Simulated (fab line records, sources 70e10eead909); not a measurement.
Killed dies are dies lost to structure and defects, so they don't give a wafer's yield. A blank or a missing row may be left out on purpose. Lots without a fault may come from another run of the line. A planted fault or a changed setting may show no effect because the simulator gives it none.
Chamber matching | flow nand_harc | NHARC_A_CHANNEL_FILL_D1_CMP_10 on cmp-02: 4 sister chambers
The step polishes, target thk 150 nm. 8 wafers are shown with their chamber, then 8 later ones without.

WAFERS WITH THEIR CHAMBER
wafer  | chamber | motor_current_A (A) | time_to_endpoint_s (s)
L075.2 | 2       | 11.7                | 13.4
L080.3 | 3       | 14.4                | 11.1
L084.2 | 0       | 12.3                | 12.2
L084.5 | 1       | 12.2                | 17.7
L086.1 | 1       | 12.1                | 20.4
L086.4 | 2       | 11.1                | 15.2
L086.6 | 0       | 12.0                | 17.1
L088.4 | 3       | 15.1                | 11.6

WAFERS WITHOUT THEIR CHAMBER
wafer  | motor_current_A (A) | time_to_endpoint_s (s)
L088.5 | 15.4                | 14.8
L088.6 | 12.1                | 16.6
L091.1 | 10.7                | 15.8
L091.4 | 14.9                | 16.0
L091.5 | 12.3                | 16.4
L096.1 | 12.1                | 14.1
L096.2 | 11.6                | 14.4
L096.5 | 11.9                | 16.4

WHICH CHAMBER EACH WENT THROUGH
wafer  | from the rows above          | in truth
L088.5 | 3                            | 3
L088.6 | can't be placed: 0 or 1 or 2 | 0
L091.1 | 2                            | 2
L091.4 | 3                            | 3
L091.5 | can't be placed: 0 or 1 or 2 | 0
L096.1 | can't be placed: 0 or 2      | 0
L096.2 | can't be placed: 2 or 0      | 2
L096.5 | can't be placed: 0 or 1 or 2 | 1
Placed correctly: 3 of 8. Can't be placed from these rows: 5 (the true chamber is among the candidates in 5). Placed wrongly: 0.
How it was worked out, from the rows above alone: a wafer's distance from a chamber is the root of the sum, over the readings, of the square of ((its reading less the chamber's mean) divided by the reading's scatter). The wafer belongs to the nearest chamber; if the next one is less than 2 further off, it can't be placed. A chamber's mean is the mean of its shown wafers. The scatter: the root of (the sum of the squares of (reading less its chamber's mean) over the shown wafers, divided by (wafers less chambers)).
